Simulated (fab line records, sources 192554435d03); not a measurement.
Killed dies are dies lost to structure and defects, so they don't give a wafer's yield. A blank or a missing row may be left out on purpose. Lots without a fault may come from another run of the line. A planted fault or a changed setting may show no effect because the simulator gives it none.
fab line records | flow n5_finfet | part 1 of 2: steps 1 to 20 of 33
record lots=5 wafers=15 last_day=17
route steps=1938 shown PMOS_HMC_CHANNEL_EPI@59 FIN_SAQP@90
lots that met no fault: from a run of the same line without faults
start_h: hours from the record's first day to the start of the lot's first wafer shown | wait_h: hours since the lot's step before | " the same as in the row above | L1.1+2: a row that stands for several wafers | - no value, or no start given | * or withheld: withheld | < > ~ a bound
route shown NAME@n: a module of which the file shows steps, and the number in the route of the first | usual: mean/standard deviation of fault-free wafers | same: alike in all rows | chamber/n: place in a boat | sites: the reading at each site | _std_site: their standard deviation | _edge_site: outer sites' mean less inner sites' | radius_mm: how far each site lies from the wafer's centre | mask NAME#n: copy n | behind: the tool/chamber that last shaped the wafer | hold: why the lot was held/for how many hours/how that ended | device: the transistor (n, p or np) that didn't switch | end of line: the same wafers' tests at the end of the route | a step without rows: its recipe alone | killed: dies lost to structure and defects at the first sort, not the wafer's yield | map: a wafer's dies, x killed, . not, _ none there
set.NAME: the setting as run; set.NAME@STEP: as run at that earlier step | model.NAME: the simulator's own value behind a step, which no gauge read
lots at some steps of the route; a table a step, a row a wafer
services: from which hour (start_h, from the record's first day; less than 0 if before it) a tool's chamber was out of use, for how many hours, and why
## steps
# step N5_PMOS_HMC_CHANNEL_EPI_COAT_03
# recipe resist=CAR-ArF-block spin_rpm=1500 resist_thk_nm=205
# usual chill_plate_temp_C=22.99/0.1
# columns lot.wafer tool chamber start_h wait_h chill_plate_temp_C
L075.1 litho_track-01 0 - - 23.08
L075.3 " 0 " " 22.96
L075.4 " 0 " " 22.90
L077.2 litho_track-04 0 - - 23.17
L077.3 " 0 " " 23.14
L077.6 " 0 " " 23.06
L078.4 litho_track-04 0 - - 23.05
L078.5 " 0 " " 22.97
L078.6 " 0 " " 22.95
L086.1 litho_track-04 0 - - 22.90
L086.2 " 0 " " 22.99
L086.5 " 0 " " 22.90
L094.2 litho_track-01 0 - - 23.00
L094.3 " 0 " " 22.88
L094.6 " 0 " " 22.80
# step N5_PMOS_HMC_CHANNEL_EPI_EBR_05
# recipe solvent=PGMEA ebr_width_mm=1.5
# usual chill_plate_temp_C=22.96/0.087
# columns lot.wafer tool chamber start_h wait_h chill_plate_temp_C
L075.1 litho_track-01 0 - - 23.04
L075.3 " 0 " " 22.90
L075.4 " 0 " " 22.94
L077.2 litho_track-04 0 - - 22.88
L077.3 " 0 " " 22.96
L077.6 " 0 " " 23.00
L078.4 litho_track-04 0 - - 23.14
L078.5 " 0 " " 23.03
L078.6 " 0 " " 23.07
L086.1 litho_track-04 0 - - 23.10
L086.2 " 0 " " 23.11
L086.5 " 0 " " 23.06
L094.2 litho_track-01 0 - - 22.89
L094.3 " 0 " " 22.97
L094.6 " 0 " " 22.92
# step N5_PMOS_HMC_CHANNEL_EPI_SOFTBAKE_04
# recipe temp_c=110 time_s=60 resist=CAR-ArF-block
# usual chill_plate_temp_C=22.97/0.12 plate_temp_C=110.00/0.12
# columns lot.wafer tool chamber start_h wait_h chill_plate_temp_C plate_temp_C
L075.1 litho_track-01 0 - - 22.89 109.99
L075.3 " 0 " " 22.91 109.83
L075.4 " 0 " " 22.89 109.83
L077.2 litho_track-04 0 - - 23.08 109.82
L077.3 " 0 " " 22.89 110.06
L077.6 " 0 " " 22.99 110.06
L078.4 litho_track-04 0 - - 22.86 109.86
L078.5 " 0 " " 22.88 110.05
L078.6 " 0 " " 23.05 110.12
L086.1 litho_track-04 0 - - 23.02 110.01
L086.2 " 0 " " 22.99 110.15
L086.5 " 0 " " 22.98 110.15
L094.2 litho_track-01 0 - - 23.01 109.92
L094.3 " 0 " " 23.11 110.06
L094.6 " 0 " " 23.12 109.98
# step N5_PMOS_HMC_CHANNEL_EPI_EXPOSE_06
# recipe mask_id=PMOS_HMC_BLK na=1.35 source_shape=conventional sigma_outer=0.8 polarization=unpolarized target_cd_nm=240 dose_mj=41
# same na=1.35 sigma_outer=0.8
# columns lot.wafer tool chamber start_h wait_h mask
L075.1+3+4 arfi_scanner-01 0 23.20 - PMOS_HMC_BLK#0
L077.2+3+6 arfi_scanner-02 0 35.33 - PMOS_HMC_BLK#0
L078.4+5+6 arfi_scanner-02 0 41.02 - PMOS_HMC_BLK#0
L086.1+2+5 arfi_scanner-01 0 89.59 - PMOS_HMC_BLK#0
L094.2+3+6 arfi_scanner-03 0 137.20 - PMOS_HMC_BLK#0
# step N5_PMOS_HMC_CHANNEL_EPI_PEB_07
# recipe peb_temp_c=110 peb_time_s=60 resist=CAR-ArF-block
# usual chill_plate_temp_C=22.98/0.1 plate_temp_C=110.02/0.13
# columns lot.wafer tool chamber start_h wait_h chill_plate_temp_C plate_temp_C
L075.1 litho_track-01 0 23.26 0.1 23.10 110.20
L075.3 " 0 " " 23.01 110.06
L075.4 " 0 " " 23.03 110.11
L077.2 litho_track-04 0 35.38 0.0 23.05 109.96
L077.3 " 0 " " 22.89 110.04
L077.6 " 0 " " 22.92 110.13
L078.4 litho_track-04 0 41.06 0.0 22.88 110.01
L078.5 " 0 " " 23.00 109.86
L078.6 " 0 " " 22.94 109.92
L086.1 litho_track-04 0 89.65 0.1 23.01 109.93
L086.2 " 0 " " 23.02 109.98
L086.5 " 0 " " 23.03 109.87
L094.2 litho_track-01 0 137.25 0.0 22.96 110.08
L094.3 " 0 " " 23.05 110.05
L094.6 " 0 " " 22.96 109.99
# step N5_PMOS_HMC_CHANNEL_EPI_DEVELOP_08
# recipe develop_time_s=30 developer=TMAH resist=CAR-ArF-block dev_temp_c=23 rinse_liquid=diw dry=air_spin
# usual chill_plate_temp_C=23.00/0.1
# columns lot.wafer tool chamber start_h wait_h chill_plate_temp_C
L075.1 litho_track-01 0 - - 23.15
L075.3 " 0 " " 22.91
L075.4 " 0 " " 23.01
L077.2 litho_track-04 0 - - 22.91
L077.3 " 0 " " 22.96
L077.6 " 0 " " 23.09
L078.4 litho_track-04 0 - - 22.97
L078.5 " 0 " " 22.84
L078.6 " 0 " " 23.14
L086.1 litho_track-04 0 - - 22.89
L086.2 " 0 " " 22.90
L086.5 " 0 " " 22.96
L094.2 litho_track-01 0 - - 23.12
L094.3 " 0 " " 22.89
L094.6 " 0 " " 23.12
# step N5_PMOS_HMC_CHANNEL_EPI_CD_MEAS_09
# recipe target_cd_nm=237.4 landing_energy_ev=500 detector=se_inlens
# usual cd_nm=237.2/1.2
# same landing_energy_ev=500
# columns lot.wafer tool chamber start_h wait_h cd_nm
L075.1 cd_sem-03 0 23.33 - 235.1
L075.3 " 0 " " 235.4
L075.4 " 0 " " 236.4
L077.2 cd_sem-01 0 35.45 - 236.6
L077.3 " 0 " " 237.2
L077.6 " 0 " " 236.0
L078.4 cd_sem-02 0 41.13 - 235.7
L078.5 " 0 " " 236.6
L078.6 " 0 " " 236.1
L086.1 cd_sem-03 0 89.71 - 237.6
L086.2 " 0 " " 236.3
L086.5 " 0 " " 234.6
L094.2 cd_sem-01 0 137.32 - 237.1
L094.3 " 0 " " 237.4
L094.6 " 0 " " 237.1
# step N5_PMOS_HMC_CHANNEL_EPI_OVL_MEAS_10
# recipe points_per_wafer=44
# usual PMOS_HMC_BLK_OVL=0.4/0.7
# same points_per_wafer=44
# columns lot.wafer tool chamber start_h wait_h PMOS_HMC_BLK_OVL[nm]
L075.1 overlay-02 0 23.36 0.0 1.6
L075.3 " 0 " " 0.7
L075.4 " 0 " " 1.5
L077.2 overlay-02 0 35.48 0.0 1.2
L077.3 " 0 " " 0.7
L077.6 " 0 " " 1.3
L078.4 overlay-02 0 41.16 0.0 0.3
L078.5 " 0 " " 0.8
L078.6 " 0 " " -1.2
L086.1 overlay-02 0 89.74 0.0 0.7
L086.2 " 0 " " 0.6
L086.5 " 0 " " -0.2
L094.2 overlay-02 0 137.34 0.0 2.3
L094.3 " 0 " " -0.1
L094.6 " 0 " " -0.4
# step N5_PMOS_HMC_CHANNEL_EPI_INSPECT_11
# recipe mode=adi inspect_instrument=macro
# usual raw_defect_count=2.1/1.5
# columns lot.wafer tool chamber start_h wait_h raw_defect_count
L075.1 defect_inspect-01 - 23.39 0.0 3
L075.3 " - " " 2
L075.4 " - " " 2
L077.2 defect_inspect-01 - 35.50 0.0 5
L077.3 " - " " 4
L077.6 " - " " 1
L078.4 defect_inspect-02 - 41.19 0.0 2
L078.5 " - " " 1
L078.6 " - " " 1
L086.1 defect_inspect-02 - 89.77 0.0 3
L086.2 " - " " 0
L086.5 " - " " 3
L094.2 defect_inspect-02 - 137.37 0.0 4
L094.3 " - " " 2
L094.6 " - " " 5
# step N5_PMOS_HMC_CHANNEL_EPI_DESCUM_14
# recipe chemistry=O2 time_s=7.9 source_power_w=50 bias_power_w=20 pressure_mtorr=20 rf_frequency_hz=2.712e+07 temp_c=40 resist=CAR-ArF-block o2_flow_sccm=225
# usual drypump_motor_current_A=5.9/0.37 oes_product_au=0.81/0.079 rf_vpp_V=243.1/1.6 showerhead_plenum_p_Torr=2.08/0.077 throttle_valve_pct=20.36/0.26
# columns lot.wafer tool chamber start_h wait_h drypump_motor_current_A oes_product_au rf_hours_counter_h rf_vpp_V showerhead_plenum_p_Torr throttle_valve_pct
L075.1 rie_diel-02 1 23.42 0.0 6.0 0.74 148 240.6 2.03 20.51
L075.3 " 2 " " 5.7 0.93 16 245.5 2.21 20.27
L075.4 " 0 " " 5.2 0.81 103 244.7 2.11 20.45
L077.2 rie_diel-06 3 35.54 0.0 6.5 0.70 229 241.9 2.08 20.25
L077.3 " 2 " " 5.6 0.80 107 245.9 2.19 20.04
L077.6 " 1 " " 5.7 0.76 - 240.3 2.00 20.68
L078.4 rie_diel-06 1 41.22 0.0 5.7 0.76 171 242.1 2.00 20.69
L078.5 " 0 " " 6.3 0.99 - 243.5 2.15 20.43
L078.6 " 1 " " 5.8 0.75 - 241.9 2.00 20.69
L086.1 rie_diel-05 2 89.80 0.0 6.0 0.79 108 241.0 1.93 20.00
L086.2 " 1 " " 5.4 0.74 179 241.0 2.04 21.21
L086.5 " 0 " " 5.5 0.93 - 244.3 2.06 20.02
L094.2 rie_diel-05 3 137.40 0.0 5.9 0.79 138 245.6 2.16 20.57
L094.3 " 0 " " 5.5 0.91 45 242.6 2.05 20.04
L094.6 " 2 " " 6.0 0.77 - 240.8 1.93 20.01
# step N5_PMOS_HMC_CHANNEL_EPI_ETCH_32
# recipe chemistry=N2/H2 target=BARC stop_on=SiO2 target_depth_a=858 over_etch_frac=0.3 time_s=50.3 ion_energy_ev=200 mask_material=CAR-ArF-block pressure_mtorr=30 source_w=840 bias_w=150 n2_flow_sccm=200 h2_flow_sccm=200
# usual drypump_motor_current_A=5.9/0.36 oes_product_au=0.69/0.067 rf_vpp_V=523.6/2.9 showerhead_plenum_p_Torr=2.53/0.11 throttle_valve_pct=17.80/0.21
# columns lot.wafer tool chamber start_h wait_h drypump_motor_current_A oes_product_au rf_hours_counter_h rf_vpp_V showerhead_plenum_p_Torr throttle_valve_pct
L075.1 rie_diel-02 1 23.46 0.0 6.0 0.64 148 521.6 2.40 17.67
L075.3 " 2 " " 5.7 0.79 16 529.7 2.73 17.96
L075.4 " 0 " " 5.2 0.68 103 524.1 2.54 17.62
L077.2 rie_diel-06 3 35.57 0.0 6.5 0.60 229 523.2 2.52 17.70
L077.3 " 2 " " 5.6 0.68 107 527.8 2.69 17.82
L077.6 " 1 " " 5.7 0.64 - 519.1 2.43 18.08
L078.4 rie_diel-06 1 41.25 0.0 5.8 0.64 171 521.4 2.43 18.09
L078.5 " 0 " " 6.3 0.85 - 527.6 2.60 17.77
L078.6 " 1 " " 5.7 0.64 - 520.1 2.43 18.08
L086.1 rie_diel-05 2 89.84 0.0 6.0 0.68 108 518.2 2.36 17.58
L086.2 " 1 " " 5.5 0.61 179 521.4 2.42 18.36
L086.5 " 0 " " 5.5 0.78 - 521.5 2.48 17.34
L094.2 rie_diel-05 3 137.44 0.0 5.9 0.68 138 526.3 2.66 18.16
L094.3 " 0 " " 5.5 0.76 45 522.6 2.47 17.35
L094.6 " 2 " " 6.0 0.67 - 519.9 2.35 17.61
# step N5_PMOS_HMC_CHANNEL_EPI_HM_OPEN_15
# recipe chemistry=CHF3/O2 target=SiO2 mask_material=CAR-ArF-block target_depth_a=406 CHF3_flow_sccm=50 O2_flow_sccm=5 Ar_flow_sccm=200 time_s=20.3 pressure_mtorr=30 source_w=650 bias_w=170 ion_energy_ev=200
# usual drypump_motor_current_A=5.9/0.36 oes_product_au=0.80/0.076 rf_vpp_V=518/12 showerhead_plenum_p_Torr=2.40/0.097 throttle_valve_pct=18.83/0.2
# columns lot.wafer tool chamber start_h wait_h drypump_motor_current_A oes_product_au rf_hours_counter_h rf_vpp_V showerhead_plenum_p_Torr throttle_valve_pct
L075.1 rie_diel-02 1 23.50 0.0 6.0 0.75 148 509 2.29 18.74
L075.3 " 2 " " 5.7 0.93 16 531 2.56 18.90
L075.4 " 0 " " 5.3 0.80 103 499 2.40 18.71
L077.2 rie_diel-06 3 35.61 0.0 6.4 0.71 229 513 2.38 18.63
L077.3 " 2 " " 5.6 0.78 107 523 2.54 18.69
L077.6 " 1 " " 5.7 0.74 - 522 2.31 19.11
L078.4 rie_diel-06 1 41.29 0.0 5.7 0.74 171 522 2.31 19.14
L078.5 " 0 " " 6.3 0.98 - 511 2.45 18.72
L078.6 " 1 " " 5.7 0.75 - 522 2.31 19.12
L086.1 rie_diel-05 2 89.88 0.0 6.0 0.79 108 513 2.24 18.58
L086.2 " 1 " " 5.5 0.74 179 510 2.31 19.35
L086.5 " 0 " " 5.6 0.94 - 522 2.37 18.49
L094.2 rie_diel-05 3 137.48 0.0 5.9 0.78 138 554 2.53 19.29
L094.3 " 0 " " 5.5 0.92 45 523 2.36 18.50
L094.6 " 2 " " 6.0 0.77 - 514 2.24 18.61
# step N5_PMOS_HMC_CHANNEL_EPI_STRIP_33
# recipe chemistry=N2/H2 power_w=500 temp_c=40 pressure_mtorr=50 rf_frequency_hz=6e+07 overash_fraction=0.3 bias_power_w=8 h2_frac=0.5 n2_flow_sccm=300 h2_flow_sccm=300
# usual drypump_motor_current_A=5.9/0.36 oes_product_au=0.80/0.081 rf_vpp_V=54.1/1.6 showerhead_plenum_p_Torr=3.34/0.14 throttle_valve_pct=18.9/0.3
# columns lot.wafer tool chamber start_h wait_h drypump_motor_current_A oes_product_au rf_hours_counter_h rf_vpp_V showerhead_plenum_p_Torr throttle_valve_pct
L075.1 rie_diel-02 1 23.55 0.0 6.0 0.73 148 56.6 3.18 18.8
L075.3 " 2 " " 5.7 0.94 16 55.5 3.59 19.0
L075.4 " 0 " " 5.3 0.80 103 54.0 3.36 18.3
L077.2 rie_diel-06 3 35.67 0.0 6.5 0.70 229 54.2 3.33 18.9
L077.3 " 2 " " 5.6 0.80 107 56.1 3.54 19.4
L077.6 " 1 " " 5.8 0.76 - 54.7 3.21 19.0
L078.4 rie_diel-06 1 41.35 0.0 5.8 0.76 171 55.9 3.21 19.0
L078.5 " 0 " " 6.3 0.99 - 55.1 3.43 18.7
L078.6 " 1 " " 5.8 0.76 - 50.8 3.21 19.0
L086.1 rie_diel-05 2 89.93 0.0 6.0 0.79 108 53.9 3.13 18.8
L086.2 " 1 " " 5.5 0.74 179 53.6 3.21 19.4
L086.5 " 0 " " 5.5 0.92 - 54.5 3.28 18.3
L094.2 rie_diel-05 3 137.53 0.0 6.0 0.78 138 54.2 3.50 19.3
L094.3 " 0 " " 5.5 0.91 45 53.9 3.27 18.3
L094.6 " 2 " " 6.0 0.76 - 54.4 3.12 18.8
# step N5_PMOS_HMC_CHANNEL_EPI_STRIP_17
# recipe chemistry=SPM time_s=750 temp_c=130 h2so4_h2o2_vol_ratio=4 dry=ipa_marangoni
# columns lot.wafer tool chamber start_h wait_h
L075.1+3+4 wet_bench-06 7,0,5 23.62 -
L077.2+3+6 wet_bench-06 7,0,5 35.74 -
L078.4+5+6 wet_bench-01 2,4,5 41.42 -
L086.1+2+5 wet_bench-04 1,5,2 90.00 -
L094.2+3+6 wet_bench-06 1,4,3 137.60 -
# step N5_PMOS_HMC_CHANNEL_EPI_ETCH_38
# recipe chemistry=CF4 target=SiO2 target_depth_a=15 ion_energy_ev=350 pressure_mtorr=10 icp_w=800 bias_w=400 cf4_flow_sccm=80
# usual drypump_motor_current_A=5.80/0.28 he_backside_leak_sccm=2.9/0.39 oes_product_au=1.004/0.027 throttle_valve_pct=21.7/0.32
# columns lot.wafer tool chamber start_h wait_h drypump_motor_current_A he_backside_leak_sccm oes_product_au rf_hours_counter_h throttle_valve_pct
L075.1 rie_si-01 0 23.86 0.0 5.52 2.9 0.956 92 21.5
L075.3 " 2 " " 6.19 2.6 0.990 155 21.6
L075.4 " 3 " " 6.05 2.5 1.023 6 22.2
L077.2 rie_si-01 1 35.97 0.0 5.86 2.5 0.982 105 22.3
L077.3 " 3 " " 6.04 2.4 1.017 6 22.1
L077.6 " 0 " " 5.52 3.0 0.954 - 21.5
L078.4 rie_si-01 0 41.65 0.0 5.50 2.9 0.941 93 21.5
L078.5 " 3 " " 6.03 2.5 1.023 - 22.1
L078.6 " 2 " " 6.16 2.6 0.992 - 21.6
L086.1 rie_si-03 2 90.26 0.0 5.31 3.0 0.989 77 21.6
L086.2 " 1 " " 5.95 2.7 0.997 0 21.5
L086.5 " 1 " " 5.91 2.7 0.993 - 21.5
L094.2 rie_si-01 2 137.86 0.0 6.17 2.6 0.993 157 21.6
L094.3 " 1 " " 5.84 2.5 0.971 107 22.3
L094.6 " 0 " " 5.49 3.0 0.947 - 21.5
# step N5_PMOS_HMC_CHANNEL_EPI_FIN_RECESS_16
# recipe chemistry=HBr/Cl2 target=Si mask_material=SiO2 target_depth_a=540 time_s=18 pressure_mtorr=10 icp_w=800 bias_w=75 HBr_flow_sccm=150 Cl2_flow_sccm=80
# usual drypump_motor_current_A=5.80/0.28 he_backside_leak_sccm=2.9/0.44 oes_product_au=1.004/0.02 throttle_valve_pct=35.3/0.39
# columns lot.wafer tool chamber start_h wait_h drypump_motor_current_A he_backside_leak_sccm oes_product_au rf_hours_counter_h throttle_valve_pct
L075.1 rie_si-01 0 23.88 0.0 5.50 3.0 0.970 92 35.4
L075.3 " 2 " " 6.14 2.7 1.006 155 35.3
L075.4 " 3 " " 6.03 2.4 1.008 6 35.3
L077.2 rie_si-01 1 35.99 0.0 5.83 2.7 0.998 105 36.0
L077.3 " 3 " " 6.00 2.5 0.998 6 35.3
L077.6 " 0 " " 5.52 2.9 0.971 - 35.4
L078.4 rie_si-01 0 41.67 0.0 5.51 2.9 0.956 93 35.4
L078.5 " 3 " " 6.08 2.3 1.000 - 35.3
L078.6 " 2 " " 6.20 2.7 0.983 - 35.4
L086.1 rie_si-03 2 90.28 0.0 5.35 2.7 0.986 77 35.2
L086.2 " 1 " " 6.01 2.7 1.000 0 35.6
L086.5 " 1 " " 5.98 2.7 0.995 - 35.6
L094.2 rie_si-01 2 137.88 0.0 6.20 2.7 1.006 157 35.3
L094.3 " 1 " " 5.86 2.4 1.004 107 36.0
L094.6 " 0 " " 5.52 2.9 0.972 - 35.4
# step N5_PMOS_HMC_CHANNEL_EPI_PRECLEAN_36
# recipe chemistry=O3/DIW time_s=45 temp_c=22 o3_ppm=10
# usual o3_ppm=10.01/0.098
# columns lot.wafer tool chamber start_h wait_h o3_ppm
L075.1 wet_bench-04 6 23.98 0.1 9.99
L075.3 " 0 " " 10.14
L075.4 " 7 " " 10.14
L077.2 wet_bench-04 7 36.09 0.1 9.96
L077.3 " 1 " " 10.01
L077.6 " 6 " " 10.05
L078.4 wet_bench-06 3 41.77 0.1 10.05
L078.5 " 4 " " 10.16
L078.6 " 1 " " 9.92
L086.1 wet_bench-01 3 90.37 0.1 10.23
L086.2 " 4 " " 10.12
L086.5 " 2 " " 9.89
L094.2 wet_bench-04 1 137.98 0.1 9.95
L094.3 " 2 " " 9.98
L094.6 " 5 " " 10.13
# step N5_PMOS_HMC_CHANNEL_EPI_PRECLEAN_18
# recipe chemistry=DHF time_s=30 temp_c=25 dilution=withheld
# columns lot.wafer tool chamber start_h wait_h
L075.1+3+4 wet_bench-04 6,0,7 23.99 0.0
L077.2+3+6 wet_bench-04 7,1,6 36.11 0.0
L078.4+5+6 wet_bench-06 3,4,1 41.79 0.0
L086.1+2+5 wet_bench-01 3,4,2 90.39 0.0
L094.2+3+6 wet_bench-04 1,2,5 137.99 0.0
# step N5_PMOS_HMC_CHANNEL_EPI_SRD_19
# recipe dry=ipa_marangoni do_ppb=5 time_s=30 temp_c=23 rinse_liquid=diw
# columns lot.wafer tool chamber start_h wait_h
L075.1+3+4 wet_bench-04 6,0,7 24.00 0.0
L077.2+3+6 wet_bench-04 7,1,6 36.11 0.0
L078.4+5+6 wet_bench-06 3,4,1 41.80 0.0
L086.1+2+5 wet_bench-01 3,4,2 90.40 0.0
L094.2+3+6 wet_bench-04 1,2,5 138.00 0.0
# step N5_PMOS_HMC_CHANNEL_EPI_EPI_20
# recipe material=SiGe30 mask_material=SiO2 pressure_torr=20 target_thk_a=590 temp_c=600
# usual chamber_pressure_Torr=20.01/0.043 susceptor_temp_C_max=602.2/0.72
# columns lot.wafer tool chamber start_h wait_h chamber_pressure_Torr susceptor_temp_C_max
L075.1 epi_rpcvd-02 0 24.05 0.0 20.00 601.6
L075.3 " 0 " " 20.02 601.6
L075.4 " 0 " " 20.00 601.1
L077.2 epi_rpcvd-02 0 36.36 0.2 19.95 601.6
L077.3 " 0 " " 19.96 601.4
L077.6 " 0 " " 19.96 601.8
L078.4 epi_rpcvd-01 0 42.44 0.6 20.00 602.5
L078.5 " 0 " " 20.03 603.1
L078.6 " 0 " " 20.01 602.2
L086.1 epi_rpcvd-02 0 90.45 0.0 19.93 601.5
L086.2 " 0 " " 19.96 601.5
L086.5 " 0 " " 19.95 602.4
L094.2 epi_rpcvd-03 0 138.25 0.2 20.00 602.0
L094.3 " 0 " " 20.02 602.6
L094.6 " 0 " " 20.06 603.9
